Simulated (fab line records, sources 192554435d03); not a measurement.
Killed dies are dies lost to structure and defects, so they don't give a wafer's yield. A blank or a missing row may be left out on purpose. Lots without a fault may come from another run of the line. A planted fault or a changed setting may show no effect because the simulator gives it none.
A struck lot beside a sound one | flow n5_finfet | 15 steps out of a route of 1938
Sound: wafers L656.2, L656.3, L656.5. Struck: wafers L664.2, L664.3, L664.4. The cause comes at the end.
At each step with rows: each side's tool, then ch and its chambers, then its first start. Under that, the readings that differ: sound wafers | struck wafers | difference of the means | sigmas: that difference in standard deviations of wafers without a fault.
alike: readings whose means differ by less than 2 such deviations, and words and numbers that are the same on both sides. not compared: withheld readings, readings that some wafer has no value for, bounds like >300 that may hide the same value, and numbers for which the record gives no deviation and whose values overlap.
The two part at a step that has a row with sigmas, a row that says differs or no value, or rows on one side only. Numbers that don't overlap but have no deviation are shown without sigmas and don't part them. A reading that every wafer of one side lacks parts them only if that side has two wafers or more.

first, 3 steps without rows for these wafers: N5_BEOL_M15_PRECLEAN_39 (cleans in residue remover, time 60 s); N5_BEOL_M15_SRD_40 (time 30 s, dry time 30 s); N5_BEOL_M15_DEGAS_41 (time 60 s).
N5_BEOL_M15_PRE_CLEAN_42: time 30 s.
  sound on pvd_sputter-01, day 13 07:31; struck on pvd_sputter-03, day 15 10:20
  alike: heater_power_w
then, 1 step without rows for these wafers: N5_BEOL_M15_SPUTTER_43 (material TaN, target thk 15 nm, time 24.19 s).
N5_BEOL_M15_SPUTTER_44: material Ta, target thk 15 nm, time 24.19 s.
  sound on pvd_sputter-01, day 13 07:38; struck on pvd_sputter-03, day 15 10:28
  alike: throttle_valve_pct
N5_BEOL_M15_SPUTTER_45: material Cu, target thk 100 nm, time 16.67 s.
  sound on pvd_sputter-01, day 13 07:43; struck on pvd_sputter-03, day 15 10:32
  alike: chuck_sensor_temp_C, throttle_valve_pct
then, 1 step without rows for these wafers: N5_BEOL_M15_ECD_47 (material Cu, target thk 1860 nm).
N5_BEOL_M15_ANNEAL_48: time 90 s.
  sound on rtp_anneal-01 ch 0, day 13 08:08; struck on rtp_anneal-02 ch 0, day 15 10:58
  alike: wafer_temp_C_max
N5_BEOL_M15_CMP_49: polishes, stops on SiO2, t overpolish 4.9 s, target thk 850 nm.
  sound on cmp-01 ch 0,2, day 13 08:25; struck on cmp-02 ch 0,1,3, day 15 11:14
  alike: barrier_field_endpoint_s, motor_current_A, overpolish_run_s
N5_BEOL_M15_THK_MEAS_50: measures by xrf.
  sound on film_metro-01, day 13 08:40; struck on film_metro-01, day 15 11:37
  alike: M15_THK
then, 1 step without rows for these wafers: N5_BEOL_M15_PRE_CLEAN_52 (time 15 s).
N5_BEOL_M15_DEP_53: deposits SiCN from 3MS/NH3, target thk 50 nm, time 17.8 s.
  sound on pecvd-03 ch 2, day 13 08:45; struck on pecvd-03 ch 0,1, day 15 11:41
  no value came back on the struck wafers for any of 5 readings (chamber_pressure_Torr (Torr), rf_fwd_power_W (W) and others); on the sound wafers chamber_pressure_Torr (Torr) reads 3.002 3.002 3.000
N5_BEOL_M15_RS_MEAS_54: measures by four-point-probe.
  sound on film_metro-01, day 13 08:50; struck on film_metro-01, day 15 11:44
  alike: M15_RS
then, 1 step without rows for these wafers: N5_PASSIVATION_PROBE_49.

WHERE THEY PART
Only at N5_BEOL_M15_DEP_53, within this record. Later steps at which nothing parts them and some readings are alike: N5_BEOL_M15_RS_MEAS_54.

WHY: what the simulator had put in
Skipped step whole: pecvd-03, from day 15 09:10 on, at N5_BEOL_M15_DEP_53. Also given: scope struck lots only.
